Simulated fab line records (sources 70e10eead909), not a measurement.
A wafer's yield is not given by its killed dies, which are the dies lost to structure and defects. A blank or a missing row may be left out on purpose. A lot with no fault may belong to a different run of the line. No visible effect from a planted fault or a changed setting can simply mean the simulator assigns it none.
Commonality check across tools -- flow nandHarc -- 10 lots and 30 wafers in the sample

WHY IT WAS OPENED
On 2 of the 10 lots, a flag is raised at NHARC_P_GATE_INSPECT_28 on the reading rawDefectCount. Wafers without a fault read 6, standard deviation 3.1.
Rule: a lot is flagged in two cases, either no wafer of it has a number, or all its wafers with numbers fall more than 4 standard deviations from that mean. All remaining lots are regarded as sound.

lot,measured,on,"rawDefectCount, wafer by wafer",flag
L169,day 4 18:01,defectInspect-02,8 8 7,
L172,day 5 00:17,defectInspect-02,5 12 8,
L180,day 7 04:44,defectInspect-02,1130 1058 1093,FLAGGED
L179,day 7 05:11,defectInspect-02,1092 1078 1128,FLAGGED
L183,day 8 12:39,defectInspect-02,9 8 8,
L186,day 9 00:30,defectInspect-02,6 6 9,
L188,day 9 04:58,defectInspect-01,6 7 7,
L189,day 9 17:29,defectInspect-02,5 4 7,
L190,day 9 22:15,defectInspect-02,13 3 5,
L191,day 10 06:53,defectInspect-01,8 5 12,
The numbers of the flagged lots are 1096 on average: +1090 against the usual, or +99 or more standard deviations.

WHICH TOOL EACH LOT WENT THROUGH
3 process steps preceding the reading are held in the record, out of 1159 steps in the route. Every cell lists first the tool, next ch and the chambers used by the sampled wafers, and last the start.
lot,flag,NHARC_P_ZERO_WELL_DESCUM_39,NHARC_P_STI_DESCUM_14,NHARC_P_GATE_EXPOSE_08
L169,,"rieDiel-08 ch 1,2,3, day 1 16:10","rieDiel-09 ch 1,2,3, day 2 13:37","krfScanner-02 ch 0, day 4 04:10"
L172,,"rieDiel-05 ch 0,1, day 2 10:01","rieDiel-13 ch 0,1, day 3 01:49","krfScanner-01 ch 0, day 4 10:01"
L180,FLAGGED,"rieDiel-05 ch 1,2,3, day 4 10:18","rieDiel-06 ch 0,2,3, day 5 05:11","krfScanner-03, day 6 13:37"
L179,FLAGGED,"rieDiel-05 ch 0,1,3, day 4 04:18","rieDiel-13 ch 0,2,3, day 4 23:11","krfScanner-03, day 6 13:35"
L183,,"rieDiel-08 ch 0,1,3, day 5 04:20","rieDiel-06 ch 1,2,3, day 6 01:22","krfScanner-02 ch 0, day 7 19:07"
L186,,"rieDiel-12 ch 0,2,3, day 5 22:09","rieDiel-09 ch 1,2,3, day 6 16:51","krfScanner-01 ch 0, day 8 09:53"
L188,,"rieDiel-05 ch 0,2,3, day 6 10:11","rieDiel-09 ch 0,1, day 7 05:07","krfScanner-03 ch 0, day 8 15:02"
L189,,"rieDiel-12 ch 1,2,3, day 6 16:17","rieDiel-13 ch 1,2,3, day 7 13:05","krfScanner-01 ch 0, day 9 02:49"
L190,,"rieDiel-05 ch 2,3, day 6 22:16","rieDiel-13 ch 2,3, day 7 17:00","krfScanner-01 ch 0, day 9 08:06"
L191,,"rieDiel-08 ch 0,1,2, day 7 04:26","rieDiel-06 ch 0,3, day 8 01:19","krfScanner-03 ch 0, day 9 16:20"
What is done by these steps:
- NHARC_P_ZERO_WELL_DESCUM_39: chemistry O2, time 3 s.
- NHARC_P_STI_DESCUM_14: chemistry O2, time 3 s.
- NHARC_P_GATE_EXPOSE_08: exposes mask P HV.
- NHARC_P_GATE_INSPECT_28

FLAGGED OVER TOTAL, TOOL BY TOOL (the gauges that took the reading come last)
step,tool,lots run,flagged,share of the flagged lots,sound lots run after its first flagged lot
NHARC_P_ZERO_WELL_DESCUM_39,rieDiel-05,5,2,all,"2 (L188,L190)"
NHARC_P_ZERO_WELL_DESCUM_39,rieDiel-08,3,0,none,-
NHARC_P_ZERO_WELL_DESCUM_39,rieDiel-12,2,0,none,-
NHARC_P_STI_DESCUM_14,rieDiel-06,3,1,some,"2 (L183,L191)"
NHARC_P_STI_DESCUM_14,rieDiel-09,3,0,none,-
NHARC_P_STI_DESCUM_14,rieDiel-13,4,1,some,"2 (L189,L190)"
NHARC_P_GATE_EXPOSE_08,krfScanner-01,4,0,none,-
NHARC_P_GATE_EXPOSE_08,krfScanner-02,2,0,none,-
NHARC_P_GATE_EXPOSE_08,krfScanner-03,4,2,all,"2 (L188,L191)"
NHARC_P_GATE_INSPECT_28,defectInspect-01,2,0,none,-
NHARC_P_GATE_INSPECT_28,defectInspect-02,8,2,all,"4 (L183,L186,L189,L190)"

WHAT IS ALLOWED BY THE TABLE
All flagged lots were run by 3 table rows, namely rieDiel-05 at NHARC_P_ZERO_WELL_DESCUM_39, krfScanner-03 at NHARC_P_GATE_EXPOSE_08, defectInspect-02 at NHARC_P_GATE_INSPECT_28.
- rieDiel-05 at NHARC_P_ZERO_WELL_DESCUM_39 ran 5 lots, 2 of them flagged. After the first flagged lot (L188, L190), sound lots still ran on it; a lasting fault on the whole tool would not permit that.
- krfScanner-03 at NHARC_P_GATE_EXPOSE_08 ran 4 lots, 2 of them flagged. After the first flagged lot (L188, L191), sound lots still ran on it; a lasting fault on the whole tool would not permit that. On the flagged lots its readings are blank where sound lots have values: exposureDoseMJCm2, focusOffsetNm.
- defectInspect-02 at NHARC_P_GATE_INSPECT_28 ran 8 lots, 2 of them flagged. After the first flagged lot (L183, L186, L189, L190), sound lots still ran on it; a lasting fault on the whole tool would not permit that.
There is no row in the table that ran each flagged lot and no sound lot after the first.

WHAT WAS PUT IN BY THE SIMULATOR
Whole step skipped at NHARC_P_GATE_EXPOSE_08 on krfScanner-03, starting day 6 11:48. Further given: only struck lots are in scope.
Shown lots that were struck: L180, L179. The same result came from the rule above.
